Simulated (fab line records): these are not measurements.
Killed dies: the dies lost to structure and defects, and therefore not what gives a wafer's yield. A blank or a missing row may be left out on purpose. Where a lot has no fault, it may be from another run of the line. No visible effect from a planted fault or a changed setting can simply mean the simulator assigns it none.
fab line records | flow n5Finfet
record lots=8 wafers=24 lastDay=18
route steps=1938 shown PMOS_HMC_CHANNEL_EPI@68 FIN_SAQP@101 BEOL_M4@1111 PASSIVATION@1936
lots that met no fault: from a run of the same line without faults
startH: the number of hours between the record's first day and the start of the first shown wafer of the lot | waitH: hours from the lot's prior step to this one | " as in the row above | L1.1+2: one row covering several wafers at once | - no value, or no start was given | * or withheld: withheld | < > ~ a bound
route shown NAME@n: a module of which the file shows steps, and the number in the route of the first | usual: mean/standard deviation taken from wafers without a fault | same: alike in all rows | chamber/n: place in a boat | sites: per-site readings | _std_site: standard deviation of those values | _edge_site: inner sites' mean taken away from outer sites' mean | radiusMm: how far each site lies from the wafer's centre | mask NAME#n: copy n | behind: the tool/chamber that last shaped the wafer | hold: why the lot was held/for how many hours/how that ended | device: whichever transistor did not switch (one of n, p or np) | end of line: the same wafers' tests at the end of the route | for a step that has no rows: nothing shown but its recipe | killed: dies that structure and defects cost at the first sort, which is not the same as the wafer's yield | map: shows each die of a wafer: x if killed, . if not, _ if none is there
set.NAME: the run value of the setting; set.NAME@STEP: its run value at that earlier step | model.NAME: the simulator's own value behind a step, which no gauge read
the route's steps for a sample of lots (tables are steps, rows are wafers)
services: from which hour (startH, from the record's first day; less than 0 if before it) a tool's chamber was out of use, for how many hours, and why
## steps
# step N5_PMOS_HMC_CHANNEL_EPI_DESCUM_14
# recipe chemistry=O2 timeS=7.9 sourcePowerW=50 biasPowerW=20 pressureMtorr=20 rfFrequencyHz=2.712e+07 tempC=40 resist=CAR-ArF-block o2FlowSccm=225
# usual drypumpMotorCurrentA=5.5/0.38 oesProductAu=0.80/0.086 rfVppV=243.3/1.2 showerheadPlenumPTorr=2.11/0.066 throttleValvePct=20.52/0.18
# columns lot.wafer tool chamber startH waitH drypumpMotorCurrentA oesProductAu rfHoursCounterH rfVppV showerheadPlenumPTorr throttleValvePct
L190.1 rieDiel-04 1 17.43 0.0 5.0 0.71 177 242.6 2.07 20.57
L190.5 " 3 " " 5.4 0.75 - 243.3 2.21 20.53
L190.6 " 2 " " 5.7 0.75 - 241.4 2.03 20.36
L191.3 rieDiel-06 2 23.04 0.0 6.1 0.80 81 244.0 2.13 20.40
L191.4 " 0 " " 5.6 0.79 - 245.8 2.19 20.39
L191.6 " 1 " " 5.4 0.93 - 242.7 2.05 20.56
L196.3 rieDiel-02 0 53.88 0.2 4.7 0.71 191 243.3 2.09 20.76
L196.5 " 1 " " 6.0 0.75 - 242.2 2.12 20.72
L196.6 " 0 " " 4.8 0.72 - 242.9 2.09 20.76
L202.1 rieDiel-04 1 89.66 0.0 5.0 0.71 199 244.2 2.07 20.63
L202.3 " 2 " " 5.7 0.74 138 242.3 2.02 20.38
L202.4 " 3 " " 5.4 0.75 170 244.4 2.20 20.57
L210.3 rieDiel-02 3 139.32 0.0 5.7 0.91 28 246.1 2.24 20.72
L210.4 " 0 " " 4.8 0.68 222 242.7 2.08 20.81
L210.5 " 1 " " 6.0 0.73 - 242.5 2.11 20.73
L211.1 rieDiel-06 1 144.06 0.4 5.4 0.86 53 242.6 2.04 20.59
L211.4 " 2 " " 6.1 0.79 118 243.2 2.11 20.43
L211.6 " 2 " " 6.1 0.77 - 243.8 2.11 20.42
L212.2 rieDiel-04 1 149.48 0.0 5.0 0.68 216 243.5 2.06 20.65
L212.3 " 2 " " 5.7 0.72 154 242.0 2.02 20.41
L212.4 " 0 " " 5.6 0.86 43 242.8 2.07 20.50
L213.1 rieDiel-04 0 156.09 0.0 5.7 0.86 45 241.6 2.07 20.52
L213.3 " 2 " " 5.7 0.73 156 241.8 2.02 20.40
L213.6 " 3 " " 5.4 0.73 - 244.8 2.19 20.57
# step N5_PMOS_HMC_CHANNEL_EPI_HM_OPEN_15
# recipe chemistry=CHF3/O2 target=SiO2 maskMaterial=CAR-ArF-block targetDepthA=406 CHF3_flow_sccm=50 O2_flow_sccm=5 Ar_flow_sccm=200 timeS=20.3 pressureMtorr=30 sourceW=650 biasW=170 ionEnergyEv=200
# usual drypumpMotorCurrentA=5.5/0.37 mfcArSccm=200.1/0.62 oesProductAu=0.80/0.09 rfVppV=533/15 showerheadPlenumPTorr=2.42/0.073 throttleValvePct=18.93/0.18
# columns lot.wafer tool chamber startH waitH drypumpMotorCurrentA mfcArSccm oesProductAu rfHoursCounterH rfVppV showerheadPlenumPTorr throttleValvePct
L190.1 rieDiel-04 1 17.51 0.0 5.0 201.7 0.71 177 553 2.39 19.08
L190.5 " 3 " " 5.4 199.7 0.76 - 518 2.52 18.98
L190.6 " 2 " " 5.7 201.6 0.75 - 516 2.32 18.73
L191.3 rieDiel-06 2 23.12 0.0 6.1 199.9 0.83 81 530 2.40 18.65
L191.4 " 0 " " 5.6 200.1 0.79 - 516 2.54 18.93
L191.6 " 1 " " 5.4 200.6 0.93 - 531 2.37 19.04
L196.3 rieDiel-02 0 53.95 0.0 4.8 200.2 0.71 191 537 2.43 19.27
L196.5 " 1 " " 6.0 199.1 0.74 - 560 2.40 18.90
L196.6 " 0 " " 4.7 199.3 0.72 - 537 2.43 19.28
L202.1 rieDiel-04 1 89.74 0.0 5.0 200.2 0.70 199 552 2.38 19.10
L202.3 " 2 " " 5.7 199.8 0.74 138 514 2.31 18.76
L202.4 " 3 " " 5.4 200.5 0.74 170 518 2.51 19.02
L210.3 rieDiel-02 3 139.39 0.0 5.7 199.9 0.91 28 525 2.52 18.93
L210.4 " 0 " " 4.7 200.2 0.69 222 535 2.41 19.33
L210.5 " 1 " " 6.0 199.9 0.72 - 559 2.38 18.98
L211.1 rieDiel-06 1 144.14 0.0 5.4 200.1 0.87 53 530 2.36 19.09
L211.4 " 2 " " 6.1 199.4 0.79 118 531 2.39 18.71
L211.6 " 2 " " 6.1 199.0 0.79 - 531 2.39 18.71
L212.2 rieDiel-04 1 149.55 0.0 5.0 199.4 0.68 216 551 2.38 19.13
L212.3 " 2 " " 5.7 201.3 0.72 154 516 2.30 18.78
L212.4 " 0 " " 5.7 199.5 0.88 43 542 2.37 18.82
L213.1 rieDiel-04 0 156.16 0.0 5.6 200.7 0.87 45 541 2.37 18.82
L213.3 " 2 " " 5.7 199.3 0.73 156 514 2.30 18.79
L213.6 " 3 " " 5.4 200.4 0.73 - 518 2.51 19.04
# step N5_PMOS_HMC_CHANNEL_EPI_PRECLEAN_40
# recipe chemistry=DHF timeS=30 tempC=25 dilution=withheld
# columns lot.wafer tool chamber startH waitH
L190.1+5+6 wetBench-03 1,3,4 19.88 0.0
L191.3+4+6 wetBench-04 5,2,7 25.33 0.0
L196.3+5+6 wetBench-04 5,7,4 56.17 0.0
L202.1+3+4 wetBench-02 6,4,2 91.95 0.0
L210.3+4+5 wetBench-04 7,0,5 142.00 0.0
L211.1+4+6 wetBench-04 7,4,6 146.75 0.0
L212.2+3+4 wetBench-03 5,3,4 152.94 0.0
L213.1+3+6 wetBench-02 0,7,6 158.37 0.0
# step N5_PMOS_HMC_CHANNEL_EPI_INSPECT_30
# recipe inspectInstrument=darkfield mode=postEpi
# usual rawDefectCount=19/6.1
# columns lot.wafer tool chamber startH waitH rawDefectCount
L190.1 defectInspect-02 - 20.33 0.0 25
L190.5 " - " " 20
L190.6 " - " " 19
L191.3 defectInspect-02 - 25.79 0.0 19
L191.4 " - " " 15
L191.6 " - " " 26
L196.3 defectInspect-01 - 56.62 0.0 25
L196.5 " - " " 946
L196.6 " - " " 16
L202.1 defectInspect-02 - 92.50 0.0 12
L202.3 " - " " 13
L202.4 " - " " 19
L210.3 defectInspect-02 - 142.50 0.0 17
L210.4 " - " " 17
L210.5 " - " " 14
L211.1 defectInspect-01 - 147.48 0.0 10
L211.4 " - " " 15
L211.6 " - " " 30
L212.2 defectInspect-02 - 153.39 0.0 28
L212.3 " - " " 16
L212.4 " - " " 18
L213.1 defectInspect-02 - 158.82 0.0 11
L213.3 " - " " 21
L213.6 " - " " 15
# step N5_FIN_SAQP_THK_MEAS_07
# usual thkNm=59.9/0.86
# columns lot.wafer tool chamber startH waitH thkNm
L190.1 filmMetro-02 - 21.16 0.1 59.3
L190.5 " - " " 60.7
L190.6 " - " " 62.0
L191.3 filmMetro-01 - 26.62 0.1 60.5
L191.4 " - " " 61.6
L191.6 " - " " 60.4
L196.3 filmMetro-02 - 57.48 0.1 60.7
L196.5 " - " " 59.5
L196.6 " - " " 60.9
L202.1 filmMetro-02 - 93.55 0.1 58.7
L202.3 " - " " 60.0
L202.4 " - " " 60.9
L210.3 filmMetro-02 - 143.34 0.1 58.9
L210.4 " - " " 59.7
L210.5 " - " " 59.8
L211.1 filmMetro-02 - 149.21 0.1 58.4
L211.4 " - " " 60.1
L211.6 " - " " 59.3
L212.2 filmMetro-01 - 154.70 0.1 59.2
L212.3 " - " " 58.5
L212.4 " - " " 61.4
L213.1 filmMetro-02 - 159.71 0.1 59.1
L213.3 " - " " 58.7
L213.6 " - " " 59.6
# step N5_FIN_SAQP_INSPECT_18
# recipe mode=adi inspectInstrument=brightfield
# usual rawDefectCount=434/130
# columns lot.wafer tool chamber startH waitH rawDefectCount
L190.1 defectInspect-01 - 21.71 0.0 411
L190.5 " - " " 280
L190.6 " - " " 324
L191.3 defectInspect-01 - 27.20 0.0 475
L191.4 " - " " 357
L191.6 " - " " 683
L196.3 defectInspect-02 - 58.03 0.0 434
L196.5 " - " " 1367
L196.6 " - " " 440
L202.1 defectInspect-02 - 93.97 0.0 293
L202.3 " - " " 338
L202.4 " - " " 262
L210.3 defectInspect-01 - 143.88 0.0 765
L210.4 " - " " 561
L210.5 " - " " 652
L211.1 defectInspect-02 - 149.63 0.0 483
L211.4 " - " " 702
L211.6 " - " " 521
L212.2 defectInspect-02 - 155.12 0.0 555
L212.3 " - " " 429
L212.4 " - " " 418
L213.1 defectInspect-02 - 160.13 0.0 317
L213.3 " - " " 346
L213.6 " - " " 553
# step N5_FIN_SAQP_INSPECT_40
# recipe inspectInstrument=brightfield mode=aei
# usual rawDefectCount=213/60
# columns lot.wafer tool chamber startH waitH rawDefectCount
L190.1 defectInspect-01 - 25.96 0.0 187
L190.5 " - " " 206
L190.6 " - " " 156
L191.3 defectInspect-01 - 31.47 0.0 257
L191.4 " - " " 170
L191.6 " - " " 170
L196.3 defectInspect-01 - 63.71 0.0 177
L196.5 " - " " 1169
L196.6 " - " " 245
L202.1 defectInspect-02 - 99.05 0.0 138
L202.3 " - " " 188
L202.4 " - " " 150
L210.3 defectInspect-02 - 149.19 0.0 231
L210.4 " - " " 223
L210.5 " - " " 306
L211.1 defectInspect-02 - 154.88 0.0 113
L211.4 " - " " 174
L211.6 " - " " 200
L212.2 defectInspect-02 - 159.88 0.0 223
L212.3 " - " " 367
L212.4 " - " " 258
L213.1 defectInspect-02 - 166.05 0.0 232
L213.3 " - " " 195
L213.6 " - " " 212
# step N5_BEOL_M4_RC_MEAS_101
# usual DIBL_N=37.5/2.5 DIBL_P=38/3.1 IOFF_N=0.19/0.059 IOFF_P=0.24/0.061 ION_N=679/16 ION_P=465/9.8 SS_N=72.0/0.8 SS_P=73.7/0.86 VT_N=248/4.5 VT_P=-249/3.5
# columns lot.wafer tool chamber startH waitH DIBL_N[mV/V] DIBL_P[mV/V] IOFF_N[nA/um] IOFF_P[nA/um] ION_N[uA/um] ION_P[uA/um] SS_N[mV/dec] SS_P[mV/dec] VT_N[mV] VT_P[mV]
L190.1 prober-02 0 163.35 0.0 34.1 36 0.12 0.20 659 459 70.6 72.8 254 -249
L190.5 " 0 " " 37.8 37 0.18 0.22 678 466 72.3 73.5 251 -250
L190.6 " 0 " " 39.7 40 0.23 0.27 679 459 72.7 74.2 248 -245
L191.3 prober-02 0 170.07 0.3 37.3 38 0.18 0.23 677 459 72.0 73.5 250 -250
L191.4 " 0 " " 37.3 40 0.19 0.27 675 465 72.5 74.2 248 -248
L191.6 " 0 " " 37.4 38 0.18 0.22 676 460 72.6 73.8 255 -252
L196.3 prober-01 0 215.59 0.3 33.7 34 0.12 0.17 662 453 71.2 72.9 255 -252
L196.5 " 0 " " 37.1 39 0.18 0.23 677 464 71.8 73.8 249 -246
L196.6 " 0 " " 41.1 44 0.31 0.34 705 477 73.1 75.8 244 -245
L202.1 prober-02 0 253.23 0.0 35.6 35 0.15 0.17 660 448 71.4 73.2 250 -255
L202.3 " 0 " " 34.5 34 0.14 0.17 672 453 71.0 72.5 248 -255
L202.4 " 0 " " 37.2 38 0.18 0.22 678 450 71.9 73.9 246 -250
L211.1 prober-01 0 310.43 0.0 38.6 42 0.21 0.29 685 475 72.0 74.4 247 -249
L211.4 " 0 " " 39.0 39 0.20 0.23 676 455 71.8 74.7 247 -251
L211.6 " 0 " " 39.9 41 0.23 0.26 687 466 72.2 74.6 245 -249
L210.3 prober-02 0 310.66 0.3 40.5 38 0.23 0.26 684 465 72.7 73.8 246 -249
L210.4 " 0 " " 38.6 36 0.17 0.22 662 460 73.0 73.4 250 -249
L210.5 " 0 " " 39.9 38 0.21 0.25 687 466 71.8 74.0 250 -248
L212.2 prober-02 0 312.12 0.2 37.5 39 0.18 0.22 679 466 72.5 73.7 251 -252
L212.3 " 0 " " 34.7 35 0.13 0.17 673 459 71.5 73.4 254 -252
L212.4 " 0 " " 37.5 40 0.19 0.26 677 463 72.1 74.5 248 -249
L213.1 prober-02 0 317.13 0.0 36.5 37 0.18 0.22 681 462 72.6 73.0 250 -249
L213.3 " 0 " " 36.5 39 0.19 0.27 690 476 72.7 74.0 247 -247
L213.6 " 0 " " 36.0 37 0.15 0.20 677 461 72.3 73.7 253 -253
# step N5_PASSIVATION_PROBE_49
# usual defectLimitedYield=91.0/1.4 killed_at_M0_to_M3=35/10 killed_at_M4_up=14/5.5 killedAtContacts=13/5.6 killedAtFrontEnd=41/11 killedAtOther=4/3.4 killedDies=106/16 killedOnRim=13/4 killedOpen=68/12 killedShort=35/7.3 sort_bin_4_leakage=0.3/2.1 sort_bin_5_function=5.3/0.89 sort_bin_6_memory=3.4/0.67 sortNPass=1070/28 sortYieldPct=90.7/2.4
# same grossDies=1180 killedAtBackSide=0 sort_bin_8_speed[%]=0
# columns lot.wafer tool chamber startH waitH defectLimitedYield[%] killed_at_M0_to_M3 killed_at_M4_up killedAtContacts killedAtFrontEnd killedAtOther killedDies killedOnRim killedOpen killedShort sort_bin_4_leakage[%] sort_bin_5_function[%] sort_bin_6_memory[%] sortNPass sortYieldPct[%]
L196.3 prober-01 - 319.14 0.1 89.5 41 22 10 50 1 124 17 82 38 0 6.1 3.9 1056 89.5
L196.5 prober-01 - 319.24 0.2 81.0 38 11 5 160 10 224 34 70 49 0 11.5 4.2 956 81.0
L196.6 prober-01 - 319.29 0.3 88.3 40 24 13 60 1 138 23 93 42 1.0 6.3 4.6 1030 87.3
L210.3 prober-02 - 411.54 0.1 90.4 27 7 14 63 2 113 16 63 40 0 5.3 3.3 1067 90.4
L210.4 prober-02 - 411.59 0.2 91.4 35 13 21 32 1 102 8 61 40 0 4.7 3.5 1078 91.4
L210.5 prober-02 - 411.64 0.2 89.4 38 20 22 39 6 125 18 80 43 0 6.0 4.0 1055 89.4
L211.1 prober-01 - 415.46 0.0 90.8 30 18 15 36 10 109 11 71 33 0 5.3 3.7 1071 90.8
L211.4 prober-01 - 415.61 0.2 89.4 35 23 18 48 1 125 18 82 40 0 6.4 3.5 1055 89.4
L211.6 prober-01 - 415.71 0.3 90.5 23 11 16 46 16 112 12 67 40 0 6.0 3.1 1068 90.5
L213.1 prober-02 - 419.53 0.0 92.7 28 13 13 31 1 86 8 54 30 0 4.1 3.1 1094 92.7
L213.3 prober-02 - 419.63 0.1 90.0 32 16 28 37 5 118 12 73 42 0 5.8 3.7 1062 90.0
L213.6 prober-02 - 419.78 0.3 91.9 28 21 8 34 4 95 11 67 27 0 4.7 2.9 1085 91.9
L212.2 prober-01 - 424.46 0.1 92.7 26 7 12 40 1 86 15 54 30 0 4.4 2.6 1094 92.7
L212.3 prober-01 - 424.51 0.1 92.9 32 15 7 30 0 84 15 49 29 0 4.3 2.2 1096 92.9
L212.4 prober-01 - 424.56 0.2 92.5 30 14 7 33 4 88 8 57 31 0 3.7 3.5 1092 92.5
# killed by level:class
L196.3 FIN_SAQP:geometricParticle:open=17 BEOL_M0_SAQP:geometricParticle:open=13 BEOL_M4:geometricParticle:open=11 FIN_SAQP:geometricParticle:short=9 BEOL_M0_SAQP:geometricParticle:short=9 BEOL_M2:geometricParticle:open=9 MOL_CONTACT_COAG:geometricParticle:open=8 GATE_CUT:geometricParticle:short=4
L196.5 PMOS_HMC_CHANNEL_EPI:unspecified=102 FIN_SAQP:geometricParticle:short=17 FIN_SAQP:geometricParticle:open=14 STI_FIN_REVEAL:geometricParticle:open=13 BEOL_M0_SAQP:geometricParticle:short=12 BEOL_M0_SAQP:geometricParticle:open=12 BEOL_M4:geometricParticle:open=6 PAD_METAL:geometricParticle:short=5
L196.6 BEOL_M0_SAQP:geometricParticle:open=23 BEOL_M4:geometricParticle:open=15 FIN_SAQP:geometricParticle:open=13 FIN_SAQP:geometricParticle:short=12 MOL_CONTACT_COAG:geometricParticle:open=12 STI_FIN_REVEAL:geometricParticle:open=11 BEOL_M0_SAQP:geometricParticle:short=10 GATE_CUT:geometricParticle:open=7
L210.3 FIN_SAQP:geometricParticle:short=18 MOL_CONTACT_COAG:geometricParticle:open=12 BEOL_M3:geometricParticle:open=8 FIN_SAQP:geometricParticle:open=7 STI_FIN_REVEAL:geometricParticle:open=7 HKMG_FIN:areaEtch=7 DUMMY_GATE:geometricParticle:open=6 BEOL_M0_SAQP:geometricParticle:open=6
L210.4 MOL_CONTACT_COAG:geometricParticle:open=17 FIN_SAQP:geometricParticle:short=14 BEOL_M1:geometricParticle:open=9 BEOL_M3:geometricParticle:open=9 FIN_SAQP:geometricParticle:open=7 BEOL_M0_SAQP:geometricParticle:short=6 BEOL_M4:geometricParticle:short=5 BEOL_M4:geometricParticle:open=5
L210.5 MOL_CONTACT_COAG:geometricParticle:open=15 BEOL_M4:geometricParticle:open=14 FIN_SAQP:geometricParticle:short=12 BEOL_M1:geometricParticle:open=10 BEOL_M3:geometricParticle:open=8 STI_FIN_REVEAL:geometricParticle:open=7 MOL_CONTACT_COAG:geometricParticle:short=7 BEOL_M2:geometricParticle:open=5
L211.1 STI_FIN_REVEAL:geometricParticle:open=12 MOL_CONTACT_COAG:geometricParticle:open=12 BEOL_M0_SAQP:geometricParticle:short=8 FIN_SAQP:geometricParticle:open=7 PAD_METAL:geometricParticle:open=6 BEOL_M0_SAQP:geometricParticle:open=6 GATE_CUT:geometricParticle:open=5 BEOL_M4:geometricParticle:open=5
L211.4 BEOL_M4:geometricParticle:open=15 FIN_SAQP:geometricParticle:open=14 MOL_CONTACT_COAG:geometricParticle:open=14 FIN_SAQP:geometricParticle:short=10 BEOL_M0_SAQP:geometricParticle:open=7 BEOL_M0_SAQP:geometricParticle:short=6 BEOL_M1:geometricParticle:open=6 BEOL_M1:geometricParticle:short=5
L211.6 MOL_CONTACT_COAG:geometricParticle:open=14 GATE_CUT:geometricParticle:short=11 FIN_SAQP:geometricParticle:open=7 FIN_SAQP:geometricParticle:short=7 GATE_CUT:geometricParticle:open=7 PAD_METAL:geometricParticle:open=6 BEOL_M0_SAQP:geometricParticle:open=5 BEOL_M0_SAQP:geometricParticle:short=5
L213.1 BEOL_M1:geometricParticle:open=11 DUMMY_GATE:geometricParticle:open=8 FIN_SAQP:geometricParticle:short=7 MOL_CONTACT_COAG:geometricParticle:open=7 STI_FIN_REVEAL:geometricParticle:open=5 MOL_CONTACT_COAG:geometricParticle:short=5 BEOL_M0_SAQP:geometricParticle:open=5 BEOL_M1:geometricParticle:short=4
L213.3 MOL_CONTACT_COAG:geometricParticle:open=22 BEOL_M0_SAQP:geometricParticle:short=11 FIN_SAQP:geometricParticle:short=9 BEOL_M4:geometricParticle:open=8 DUMMY_GATE:geometricParticle:open=7 BEOL_M0_SAQP:geometricParticle:open=7 FIN_SAQP:geometricParticle:open=6 MOL_CONTACT_COAG:geometricParticle:short=5
L213.6 BEOL_M4:geometricParticle:open=9 DUMMY_GATE:geometricParticle:open=8 STI_FIN_REVEAL:geometricParticle:open=7 MOL_CONTACT_COAG:geometricParticle:open=6 BEOL_M0_SAQP:geometricParticle:short=5 BEOL_M1:geometricParticle:open=5 BEOL_M2:geometricParticle:open=5 BEOL_M3:geometricParticle:open=5
L212.2 MOL_CONTACT_COAG:geometricParticle:open=8 BEOL_M3:geometricParticle:open=8 FIN_SAQP:geometricParticle:open=6 FIN_SAQP:geometricParticle:short=6 STI_FIN_REVEAL:geometricParticle:open=6 BEOL_M0_SAQP:geometricParticle:open=6 BEOL_M0_SAQP:geometricParticle:short=6 GATE_CUT:geometricParticle:open=5
L212.3 BEOL_M0_SAQP:geometricParticle:short=10 ILD0:geometricParticle:open=6 MOL_CONTACT_COAG:geometricParticle:open=6 BEOL_M0_SAQP:geometricParticle:open=5 FIN_SAQP:geometricParticle:short=4 BEOL_M1:geometricParticle:open=4 BEOL_M3:geometricParticle:open=4 STI_FIN_REVEAL:geometricParticle:open=3
L212.4 BEOL_M3:geometricParticle:open=7 STI_FIN_REVEAL:geometricParticle:open=6 BEOL_M4:geometricParticle:open=6 BEOL_M0_SAQP:geometricParticle:short=5 BEOL_M5:geometricParticle:open=5 FIN_SAQP:geometricParticle:open=4 GATE_CUT:geometricParticle:short=4 MOL_CONTACT_COAG:geometricParticle:open=4
## services
# columns tool chamber startH hours kind
rieDiel-02 2 4.78 3.7 repair
rieDiel-02 0 6.13 16.4 repair
rieDiel-06 3 9.83 - clean
rieDiel-06 3 9.83 - consumableReplace:focusRing
rieDiel-06 3 9.83 - consumableReplace:showerhead
rieDiel-06 3 9.83 22.4 scheduledDown
rieDiel-06 3 9.83 22.4 ventCycle
rieDiel-02 3 22.53 - clean
rieDiel-02 3 22.53 - consumableReplace:focusRing
rieDiel-02 3 22.53 - consumableReplace:showerhead
rieDiel-02 3 22.53 11.8 scheduledDown
rieDiel-02 3 22.53 11.8 ventCycle
rieDiel-04 2 33.25 6.9 repair
rieDiel-02 3 98.29 13.9 repair
rieDiel-02 - 99.37 0.4 repair
rieDiel-02 2 112.20 - clean
rieDiel-02 2 112.20 - consumableReplace:focusRing
rieDiel-02 2 112.20 20.4 scheduledDown
rieDiel-02 2 112.20 20.4 ventCycle
rieDiel-04 - 115.63 0.3 repair
## key
firstSign step=N5_PMOS_HMC_CHANNEL_EPI_INSPECT_30 reading=rawDefectCount direction=up sigmas=99+ usual=19 struck=946
effect step=N5_FIN_SAQP_INSPECT_18 reading=rawDefectCount direction=up sigmas=7 usual=434 struck=1367
effect step=N5_FIN_SAQP_INSPECT_40 reading=rawDefectCount direction=up sigmas=16 usual=213 struck=1169
effect step=N5_PASSIVATION_PROBE_49 reading=killedAtFrontEnd direction=up sigmas=11 usual=41 struck=160
moreKillsBornAt N5_PMOS_HMC_CHANNEL_EPI_PRECLEAN_40@wetBench-04=102
metAt N5_PMOS_HMC_CHANNEL_EPI_PRECLEAN_40
struckLots L196
struckWafers L196.5
notActingAt N5_PMOS_HMC_CHANNEL_EPI_DESCUM_14,N5_PMOS_HMC_CHANNEL_EPI_HM_OPEN_15,N5_FIN_SAQP_THK_MEAS_07
onsetBetween 25.33 56.17
fault kind=chamberParticleSource tool=wetBench-04 chamber=7 onsetH=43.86 steps=N5_PMOS_HMC_CHANNEL_EPI_PRECLEAN_40 ratePerVisitCm2=1.4322 endH=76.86
